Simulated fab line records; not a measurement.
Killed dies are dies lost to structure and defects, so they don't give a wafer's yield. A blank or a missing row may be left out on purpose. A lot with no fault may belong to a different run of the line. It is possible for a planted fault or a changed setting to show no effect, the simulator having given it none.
Which of the tools did it? | flow n5_finfet | 24 lots, 72 wafers sampled, at 6 steps of a route of 1938

## WHAT EACH GAUGE READ, for each wafer
N5_BEOL_M1_THK_MEAS_01. Usual: M1_ILD_THK 78.8 nm, standard deviation 0.89.
lot  | measured     | on            | M1_ILD_THK (nm) | flag
L074 | day 5 21:52  | film_metro-02 | 78.5 78.4 79.5  |
L075 | day 6 10:59  | film_metro-02 | 77.3 78.9 79.2  |
L076 | day 6 16:14  | film_metro-02 | 78.3 78.3 80.8  |
L077 | day 6 20:22  | film_metro-02 | 77.6 77.4 79.0  |
L078 | day 7 02:30  | film_metro-02 | 78.6 79.1 79.8  |
L079 | day 7 03:51  | film_metro-02 | 77.8 79.3 77.9  |
L080 | day 7 13:30  | film_metro-02 | 78.0 77.3 78.9  |
L081 | day 7 15:12  | film_metro-02 | 77.1 78.1 78.0  |
L082 | day 7 21:17  | film_metro-02 | 77.8 77.5 79.5  |
L083 | day 8 01:58  | film_metro-02 | 80.0 78.8 79.7  |
L084 | day 8 09:53  | film_metro-02 | 77.7 78.8 79.1  |
L085 | day 8 18:49  | film_metro-02 | 78.2 78.9 79.4  |
L086 | day 9 00:40  | film_metro-02 | 78.6 79.3 79.0  |
L087 | day 9 08:01  | film_metro-02 | 78.0 78.3 79.2  |
L088 | day 9 15:59  | film_metro-02 | 78.3 80.0 80.3  |
L090 | day 10 01:01 | film_metro-01 | 78.1 79.8 80.5  |
L089 | day 10 01:38 | film_metro-02 | 78.0 79.1 80.2  |
L091 | day 10 09:07 | film_metro-01 | 78.4 78.5 79.4  |
L092 | day 10 12:07 | film_metro-01 | 77.8 78.9 79.9  |
L093 | day 10 14:07 | film_metro-02 | 78.8 79.9 79.2  |
L094 | day 10 23:47 | film_metro-02 | 78.0 78.3 80.4  |
L095 | day 11 07:43 | film_metro-02 | 78.9 79.4 78.7  |
L096 | day 11 09:04 | film_metro-02 | 78.1 78.9 79.7  |
L097 | day 11 17:08 | film_metro-02 | 77.9 77.8 79.7  |

N5_BEOL_M1_OVL_MEAS_12. Usual: M1_OVL 0.6 nm, standard deviation 0.73.
lot  | measured     | on         | M1_OVL (nm)    | flag
L074 | day 6 00:19  | overlay-01 | 0.2 0.9 1.4    |
L075 | day 6 11:53  | overlay-02 | -1.2 -0.2 -0.9 |
L076 | day 6 16:53  | overlay-02 | -0.4 -0.3 -0.8 |
L077 | day 6 23:37  | overlay-01 | 0.0 0.0 1.4    |
L078 | day 7 05:32  | overlay-01 | 0.6 2.2 0.9    |
L079 | day 7 05:56  | overlay-01 | -0.1 -0.4 -0.9 |
L080 | day 7 14:48  | overlay-01 | -0.8 0.6 0.2   |
L081 | day 7 17:07  | overlay-02 | 0.7 1.6 0.3    |
L082 | day 7 23:17  | overlay-01 | 0.9 1.3 2.1    |
L083 | day 8 05:38  | overlay-02 | 0.4 0.6 0.6    |
L084 | day 8 14:58  | overlay-01 | 1.8 2.1 1.0    |
L085 | day 8 19:28  | overlay-01 | 0.4 1.2 1.2    |
L086 | day 9 03:16  | overlay-01 | 0.9 0.7 1.8    |
L087 | day 9 11:51  | overlay-02 | 0.3 0.5 0.9    |
L088 | day 9 17:33  | overlay-02 | 1.2 1.5 0.8    |
L090 | day 10 02:25 | overlay-02 | 0.2 0.1 -0.6   |
L089 | day 10 03:09 | overlay-01 | 0.1 1.3 0.1    |
L091 | day 10 10:39 | overlay-02 | 1.0 -0.3 0.8   |
L092 | day 10 13:46 | overlay-02 | 1.0 1.3 0.7    |
L093 | day 10 14:38 | overlay-02 | 1.0 0.8 1.4    |
L094 | day 11 01:43 | overlay-02 | -0.4 1.0 0.4   |
L095 | day 11 10:20 | overlay-01 | 0.3 0.4 -0.4   |
L096 | day 11 11:55 | overlay-01 | 0.9 0.7 0.9    |
L097 | day 11 19:28 | overlay-01 | 0.6 0.9 0.4    |

N5_BEOL_M1_CD_MEAS_28: target cd y 23.3 nm. Usual: cd_nm reads 24.02 nm (standard deviation 0.21).
lot  | measured     | on        | cd_nm (nm)        | flag
L074 | day 6 01:21  | cd_sem-02 | 24.43 23.63 24.19 |
L075 | day 6 12:44  | cd_sem-01 | 24.22 23.81 24.06 |
L076 | day 6 17:44  | cd_sem-03 | 24.08 23.59 24.05 |
L077 | day 7 00:33  | cd_sem-01 | 23.91 23.71 23.88 |
L078 | day 7 06:23  | cd_sem-01 | 23.97 24.19 23.88 |
L079 | day 7 06:47  | cd_sem-02 | 23.66 23.83 23.96 |
L080 | day 7 15:38  | cd_sem-01 | 24.31 24.11 23.94 |
L081 | day 7 18:01  | cd_sem-02 | 23.95 23.98 23.90 |
L082 | day 8 00:16  | cd_sem-03 | 24.12 24.13 24.15 |
L083 | day 8 06:28  | cd_sem-01 | 23.95 24.13 24.26 |
L084 | day 8 15:55  | cd_sem-02 | 23.89 24.24 24.13 |
L085 | day 8 21:01  | cd_sem-02 | 24.27 24.13 24.07 |
L086 | day 9 04:14  | cd_sem-02 | 23.86 24.59 24.19 |
L087 | day 9 12:54  | cd_sem-02 | 23.81 24.36 23.77 |
L088 | day 9 18:31  | cd_sem-01 | 23.69 23.86 23.79 |
L090 | day 10 03:20 | cd_sem-03 | 23.69 24.05 24.13 |
L089 | day 10 03:59 | cd_sem-03 | 23.85 24.06 24.01 |
L091 | day 10 11:30 | cd_sem-02 | 24.22 24.12 24.43 |
L092 | day 10 14:49 | cd_sem-01 | 23.88 24.03 24.14 |
L093 | day 10 15:28 | cd_sem-01 | 23.81 24.04 23.97 |
L094 | day 11 02:33 | cd_sem-01 | 23.53 24.49 24.08 |
L095 | day 11 11:11 | cd_sem-01 | 23.85 23.75 23.73 |
L096 | day 11 12:44 | cd_sem-03 | 23.95 23.58 23.67 |
L097 | day 11 20:29 | cd_sem-01 | 23.68 24.32 24.04 |

## EACH LOT AND THE TOOL THAT RAN IT (in order: tool; ch and the chambers of the sampled wafers; start)
lot  | N5_BEOL_M0_SPUTTER_134       | N5_BEOL_M1_ILD_DEP_00           | N5_BEOL_M1_ETCH_63
L074 | pvd_sputter-01, day 5 20:34  | pecvd-02 ch 0,2, day 5 21:47    | rie_diel-04 ch 0,3, day 6 00:38
L075 | pvd_sputter-02, day 6 09:37  | pecvd-03 ch 1,2, day 6 10:55    | rie_diel-01 ch 1,2, day 6 12:02
L076 | pvd_sputter-01, day 6 14:53  | pecvd-02 ch 0,1, day 6 16:10    | rie_diel-05 ch 1,2,3, day 6 17:02
L077 | pvd_sputter-03, day 6 18:47  | pecvd-02 ch 0,1,2, day 6 20:18  | rie_diel-01 ch 0,1,2, day 6 23:46
L078 | pvd_sputter-03, day 7 00:41  | pecvd-03 ch 0,1,2, day 7 02:26  | rie_diel-04 ch 0,1, day 7 05:41
L079 | pvd_sputter-01, day 7 02:09  | pecvd-03 ch 0,2, day 7 03:47    | rie_diel-05 ch 1,2, day 7 06:05
L080 | pvd_sputter-03, day 7 12:12  | pecvd-01 ch 1,2, day 7 13:26    | rie_diel-01 ch 0,3, day 7 14:56
L081 | pvd_sputter-02, day 7 13:46  | pecvd-03 ch 0,1,2, day 7 15:08  | rie_diel-01 ch 0,1,3, day 7 17:14
L082 | pvd_sputter-03, day 7 19:50  | pecvd-03 ch 0,2, day 7 21:13    | rie_diel-01 ch 0,2,3, day 7 23:25
L083 | pvd_sputter-01, day 8 00:14  | pecvd-02 ch 0,1,2, day 8 01:55  | rie_diel-04 ch 1,2, day 8 05:46
L084 | pvd_sputter-01, day 8 08:28  | pecvd-03 ch 1,2, day 8 09:48    | rie_diel-05 ch 1,2, day 8 15:06
L085 | pvd_sputter-02, day 8 17:31  | pecvd-01 ch 0,2, day 8 18:46    | rie_diel-05 ch 0,2, day 8 20:11
L086 | pvd_sputter-02, day 8 23:22  | pecvd-03 ch 0,2, day 9 00:36    | rie_diel-05 ch 1,3, day 9 03:32
L087 | pvd_sputter-03, day 9 06:35  | pecvd-02 ch 0,2, day 9 07:56    | rie_diel-04 ch 1,2, day 9 12:05
L088 | pvd_sputter-02, day 9 14:15  | pecvd-01 ch 0,1,2, day 9 15:55  | rie_diel-05 ch 0,1, day 9 17:41
L090 | pvd_sputter-01, day 9 23:43  | pecvd-03 ch 1,2, day 10 00:56   | rie_diel-04 ch 0,1, day 10 02:32
L089 | pvd_sputter-01, day 10 00:20 | pecvd-02 ch 0,2, day 10 01:34   | rie_diel-04 ch 0,2, day 10 03:17
L091 | pvd_sputter-02, day 10 07:49 | pecvd-03 ch 0,1, day 10 09:03   | rie_diel-04 ch 0,1, day 10 10:47
L092 | pvd_sputter-02, day 10 10:48 | pecvd-02 ch 0,2, day 10 12:02   | rie_diel-05 ch 0,1,3, day 10 13:54
L093 | pvd_sputter-03, day 10 12:49 | pecvd-02 ch 1,2, day 10 14:03   | rie_diel-01 ch 0,1,3, day 10 14:46
L094 | pvd_sputter-01, day 10 21:47 | pecvd-02 ch 0,2, day 10 23:43   | rie_diel-05 ch 1,2, day 11 01:51
L095 | pvd_sputter-02, day 11 06:25 | pecvd-02 ch 0,1,2, day 11 07:40 | rie_diel-04 ch 1,2,3, day 11 10:29
L096 | pvd_sputter-01, day 11 07:46 | pecvd-02 ch 1,2, day 11 09:00   | rie_diel-05 ch 1,2,3, day 11 12:02
L097 | pvd_sputter-01, day 11 15:47 | pecvd-03 ch 0,2, day 11 17:04   | rie_diel-05 ch 0,2,3, day 11 19:36
- N5_BEOL_M0_SPUTTER_134: material Cu, target thk 4 nm, time 7.37 s.
- N5_BEOL_M1_ILD_DEP_00: deposits SiOC from DEMS/O2, target thk 79 nm, time 15.3 s.
- N5_BEOL_M1_ETCH_63: etches SiARC in CF4, target depth 15.6 nm, time 26 s.

## AS READ BY THE TOOLS THEMSELVES (means over the sampled wafers that have a number; for cases with no such wafer, the mark the record gives instead)
N5_BEOL_M0_SPUTTER_134. Usual: chamber_pressure_pa 0.07001 Pa, standard deviation 0.00015; throttle_valve_pct 30.2 %, standard deviation 0.92.
lot  | tool           | chamber_pressure_pa (Pa) | throttle_valve_pct (%) | flag
L074 | pvd_sputter-01 | 0.07010                  | 31.6                   |
L075 | pvd_sputter-02 | 0.06997                  | 30.1                   |
L076 | pvd_sputter-01 | 0.06991                  | 31.0                   |
L077 | pvd_sputter-03 | 0.07011                  | 30.1                   |
L078 | pvd_sputter-03 | 0.06992                  | 30.4                   |
L079 | pvd_sputter-01 | 0.07011                  | 30.3                   |
L080 | pvd_sputter-03 | 0.07008                  | 30.7                   |
L081 | pvd_sputter-02 | 0.06989                  | 29.7                   |
L082 | pvd_sputter-03 | 0.07022                  | 29.8                   |
L083 | pvd_sputter-01 | 0.07026                  | 31.1                   |
L084 | pvd_sputter-01 | 0.06991                  | 30.3                   |
L085 | pvd_sputter-02 | 0.07005                  | 29.7                   |
L086 | pvd_sputter-02 | 0.07000                  | 29.5                   |
L087 | pvd_sputter-03 | 0.06986                  | 30.3                   |
L088 | pvd_sputter-02 | 0.07003                  | 29.5                   |
L090 | pvd_sputter-01 | 0.06984                  | 30.7                   |
L089 | pvd_sputter-01 | 0.06999                  | 31.3                   |
L091 | pvd_sputter-02 | 0.06997                  | 29.6                   |
L092 | pvd_sputter-02 | 0.07005                  | 29.7                   |
L093 | pvd_sputter-03 | 0.07011                  | 29.9                   |
L094 | pvd_sputter-01 | 0.07003                  | 30.8                   |
L095 | pvd_sputter-02 | 0.07000                  | 29.7                   |
L096 | pvd_sputter-01 | 0.07012                  | 30.0                   |
L097 | pvd_sputter-01 | 0.07007                  | 31.1                   |

N5_BEOL_M1_ILD_DEP_00. Usual: heater_power_w 459 W, standard deviation 72; showerhead_plenum_p_Torr 5.698 Torr, standard deviation 0.014; throttle_valve_pct 12.0 %, standard deviation 0.57.
lot  | tool     | heater_power_w (W) | showerhead_plenum_p_Torr (Torr) | throttle_valve_pct (%) | flag
L074 | pecvd-02 | 421                | 5.691                           | 12.3                   |
L075 | pecvd-03 | 423                | 5.701                           | 11.4                   |
L076 | pecvd-02 | 395                | 5.687                           | 12.5                   |
L077 | pecvd-02 | 383                | 5.695                           | 12.3                   |
L078 | pecvd-03 | 491                | 5.697                           | 12.0                   |
L079 | pecvd-03 | 467                | 5.712                           | 11.5                   |
L080 | pecvd-01 | 398                | 5.706                           | 11.9                   |
L081 | pecvd-03 | 518                | 5.702                           | 11.9                   |
L082 | pecvd-03 | 453                | 5.707                           | 11.6                   |
L083 | pecvd-02 | 416                | 5.696                           | 12.1                   |
L084 | pecvd-03 | 467                | 5.712                           | 11.3                   |
L085 | pecvd-01 | 564                | 5.696                           | 11.1                   |
L086 | pecvd-03 | 462                | 5.700                           | 12.1                   |
L087 | pecvd-02 | 424                | 5.692                           | 12.5                   |
L088 | pecvd-01 | 480                | 5.695                           | 11.3                   |
L090 | pecvd-03 | 495                | 5.702                           | 11.8                   |
L089 | pecvd-02 | 459                | 5.706                           | 12.3                   |
L091 | pecvd-03 | 475                | 5.697                           | 12.3                   |
L092 | pecvd-02 | 456                | 5.698                           | 12.1                   |
L093 | pecvd-02 | 407                | 5.695                           | 12.3                   |
L094 | pecvd-02 | 458                | 5.698                           | 12.2                   |
L095 | pecvd-02 | 439                | 5.692                           | 12.4                   |
L096 | pecvd-02 | 438                | 5.697                           | 12.4                   |
L097 | pecvd-03 | 437                | 5.699                           | 11.6                   |

N5_BEOL_M1_ETCH_63. Usual: drypump_motor_current_A 5.8 A, standard deviation 0.52; etch_rf_on_time_s 25.9 s, standard deviation 0.6; oes_product_au 0.67 a.u., standard deviation 0.064; rf_vpp_V 184.1 V, standard deviation 1.2; showerhead_plenum_p_Torr 2.15 Torr, standard deviation 0.063; throttle_valve_pct 15.63 %, standard deviation 0.25.
lot  | tool        | drypump_motor_current_A (A) | etch_rf_on_time_s (s) | oes_product_au (a.u.) | rf_vpp_V (V) | showerhead_plenum_p_Torr (Torr) | throttle_valve_pct (%) | flag
L074 | rie_diel-04 | 5.7                         | 26.6                  | 0.59                  | 184.6        | 2.20                            | 15.64                  |
L075 | rie_diel-01 | 5.4                         | 25.7                  | 0.79                  | 184.4        | 2.15                            | 15.21                  |
L076 | rie_diel-05 | 5.7                         | 26.2                  | 0.66                  | 184.1        | 2.12                            | 15.72                  |
L077 | rie_diel-01 | 5.8                         | 25.9                  | 0.78                  | 184.0        | 2.17                            | 15.32                  |
L078 | rie_diel-04 | 5.9                         | 25.9                  | 0.65                  | 184.2        | 2.17                            | 15.61                  |
L079 | rie_diel-05 | 5.5                         | 26.7                  | 0.63                  | 182.5        | 2.08                            | 15.67                  |
L080 | rie_diel-01 | 5.7                         | 25.0                  | 0.75                  | 184.9        | 2.20                            | 15.57                  |
L081 | rie_diel-01 | 5.8                         | 25.1                  | 0.74                  | 184.0        | 2.20                            | 15.40                  |
L082 | rie_diel-01 | 5.8                         | 25.7                  | 0.75                  | 185.1        | 2.17                            | 15.50                  |
L083 | rie_diel-04 | 6.1                         | 26.0                  | 0.65                  | 183.7        | 2.10                            | 15.81                  |
L084 | rie_diel-05 | 5.6                         | 26.1                  | 0.63                  | 183.3        | 2.08                            | 15.69                  |
L085 | rie_diel-05 | 5.4                         | 25.7                  | 0.65                  | 184.1        | 2.18                            | 15.46                  |
L086 | rie_diel-05 | 6.0                         | 26.3                  | 0.64                  | 183.6        | 2.09                            | 15.87                  |
L087 | rie_diel-04 | 6.2                         | 25.8                  | 0.64                  | 182.9        | 2.10                            | 15.83                  |
L088 | rie_diel-05 | 5.7                         | 26.3                  | 0.64                  | 183.7        | 2.12                            | 15.68                  |
L090 | rie_diel-04 | 5.9                         | 25.7                  | 0.63                  | 183.8        | 2.16                            | 15.66                  |
L089 | rie_diel-04 | 6.5                         | 26.2                  | 0.61                  | 183.8        | 2.11                            | 15.94                  |
L091 | rie_diel-04 | 5.9                         | 26.1                  | 0.62                  | 185.1        | 2.16                            | 15.65                  |
L092 | rie_diel-05 | 5.9                         | 25.7                  | 0.66                  | 183.7        | 2.15                            | 15.76                  |
L093 | rie_diel-01 | 5.8                         | 25.3                  | 0.72                  | 184.4        | 2.19                            | 15.45                  |
L094 | rie_diel-05 | 5.4                         | 26.2                  | 0.62                  | 184.1        | 2.10                            | 15.64                  |
L095 | rie_diel-04 | 5.8                         | 25.7                  | 0.70                  | 183.2        | 2.13                            | 15.57                  |
L096 | rie_diel-05 | 5.7                         | 26.4                  | 0.63                  | 183.8        | 2.11                            | 15.80                  |
L097 | rie_diel-05 | 5.7                         | 25.9                  | 0.65                  | 184.5        | 2.18                            | 15.66                  |

## THE ANSWER, worked out from the rows above alone
Rule: a lot is off if the mean of its wafers that have a number lies more than 3 standard deviations from the usual mean. A lot without any number at a reading at which 4 lots or more have one is off too. All remaining lots with rows at the step are treated as sound. After the gauges, taken in route order, come the tools' own readings; for these a lot's mean is taken, as printed above. The first step at which some lot is off is used, and at that step the reading that is off furthest; a lot without a number counts as furthest.
No lot is off on any of the readings shown, so nothing can be concluded from this.

## WHAT THE SIMULATOR PUT IN
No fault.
